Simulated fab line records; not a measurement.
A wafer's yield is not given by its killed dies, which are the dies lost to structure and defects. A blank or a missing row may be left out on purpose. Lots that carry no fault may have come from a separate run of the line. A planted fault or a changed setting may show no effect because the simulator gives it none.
8D (eight disciplines) problem report, filled in by code + flow n5 finfet + the parts of the form that need people (team, actions taken, sign-off) are left out

== 1. THE ISSUE ==
Mean of thk nm at N5_SD_EPI_N_EPI_MEAS_23: 51.9 nm across 6 wafers in 2 lots; on wafers with no fault it is 58.9 nm (standard deviation 1.2). Relative to the usual mean, that is a shift of -5.8 standard deviations.
First observed at day 7 17:19: wafer L204.2, on film metro-01. The record holds 27 wafers of 9 lots with a number at this step. Rule for "out" (also "out of limits"): further than 4 standard deviations from the usual mean. The other wafers with a number count as sound.

== 2. WHAT IT IS, WHAT IT ISN'T ==
| question                    | is                     | is not                                   |
|-----------------------------|------------------------|------------------------------------------|
| which readings at this step | thk nm                 | -                                        |
| which lots                  | L204, L208             | L187, L188, L190, L193, L195, L198, L200 |
| which wafers of those lots  | all that have a number | -                                        |
| read on which gauges        | film metro-01          | film metro-02                            |
| when                        | from day 7 17:19       | up to then (21 sound wafers)             |

== 3. THE SUSPECTS, EACH WITH WHAT RULES IT OUT ==
Counting: a tool at any process step up to the reading remains a suspect when it ran all the lots that are out and ran no sound lot after the first of those.
- the gauge at N5_SD_EPI_N_EPI_MEAS_23: kept. All the wafers that are out were read on film metro-01, and no step on other tools shows them out.
- epi rpcvd-01 at N5_SD_EPI_N_EPI_21 (deposits Si:P, time 690 s): kept. Every lot that is out went through it, starting with L204 (day 7 15:52), and after that it ran no sound lot; the last sound lot it ran before then is L198 (day 6 02:54).
What counting leaves: epi rpcvd-01 at N5_SD_EPI_N_EPI_21 and film metro-01 at N5_SD_EPI_N_EPI_MEAS_23.

== 4. THE CAUSE (what the simulator had put in) ==
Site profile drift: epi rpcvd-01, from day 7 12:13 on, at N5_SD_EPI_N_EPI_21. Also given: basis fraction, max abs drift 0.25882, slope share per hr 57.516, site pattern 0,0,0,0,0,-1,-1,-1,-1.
Counting leaves 2 suspects; this tool is one of them.

== 5. SEQUENCE OF EFFECTS, ordered by route ==
Rows list readings where the struck wafers' mean (over those with a number) sits beyond 3 standard deviations from the usual. Only readings whose record carries a usual standard deviation are examined. hours: median over the lots of the time between each lot's start at the first step of this table that gives one and its start at this step. sigmas: the change, counted in usual standard deviations.
| hours | step                    | reading | usual   | on struck wafers | change | sigmas |
|-------|-------------------------|---------|---------|------------------|--------|--------|
| 0     | N5_SD_EPI_N_EPI_MEAS_23 | thk nm  | 58.9 nm | 51.9             | -7.0   | -5.8   |
Later measuring or inspecting steps at which every struck wafer that the step has a row for has a number for every such reading, and none has moved that far: N5_BEOL_M4_RC_MEAS_101.

== 6. HOW IT WOULD HAVE BEEN CAUGHT EARLIER ==
In this record the first reading out of limits at a measuring or inspecting step was taken at day 7 17:19, 5 hours after the fault began at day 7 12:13.
Tool readings at N5_SD_EPI_N_EPI_21 with a usual standard deviation given in the record: none out on any struck wafer, hence no alarm at a limit of 4 standard deviations on them.
Lots out: 2; of these, L208 started N5_SD_EPI_N_EPI_21 on epi rpcvd-01 after day 7 17:19. A tool hold placed at that time would have kept it from harm.
